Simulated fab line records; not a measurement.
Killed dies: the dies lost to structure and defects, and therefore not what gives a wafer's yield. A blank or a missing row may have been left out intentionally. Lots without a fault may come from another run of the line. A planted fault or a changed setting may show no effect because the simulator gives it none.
Chamber matching | flow nand_harc | NHARC_A_ZERO_WELL_DESCUM_12 on rie_diel-09: 4 sister chambers
The step chemistry O2, time 3 s. 4 wafers are shown with their chamber, then 7 later ones without.

== WAFERS, EACH WITH ITS CHAMBER ==
wafer  | chamber | drypump_motor_current_A (A)
L845.2 | 3       | 6.1
L855.5 | 1       | 6.2
L858.1 | 0       | 6.1
L858.4 | 2       | 5.1

== WAFERS WHOSE CHAMBER IS MISSING ==
wafer  | drypump_motor_current_A (A)
L858.6 | 6.1
L865.3 | 6.3
L865.4 | 5.1
L865.6 | 5.1
L867.1 | 6.1
L867.2 | 6.1
L867.5 | 6.2

== WHICH CHAMBER EACH WENT THROUGH ==
wafer  | from the rows above     | in truth
L858.6 | can't be placed: 0 or 3 | 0
L865.3 | 1                       | 1
L865.4 | 2                       | 2
L865.6 | 2                       | 2
L867.1 | can't be placed: 0 or 3 | 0
L867.2 | can't be placed: 0 or 3 | 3
L867.5 | 1                       | 1
Placed correctly: 4 of 7. Can't be placed from these rows: 3 (the true chamber is among the candidates in 3). Wrongly placed: 0.
How it was worked out, from the rows above alone: a wafer's distance from a chamber is the root of the sum, over the readings, of the square of ((its reading less the chamber's mean) divided by the reading's scatter). If the next closest chamber is less than 2 further off than the closest, the wafer can't be placed; otherwise it belongs to the closest. For every chamber, the mean is computed from those of its wafers that are shown. The scatter (one wafer shown for each chamber): square how far every hidden wafer sits from the nearest shown wafer, average those squares and take the square root.
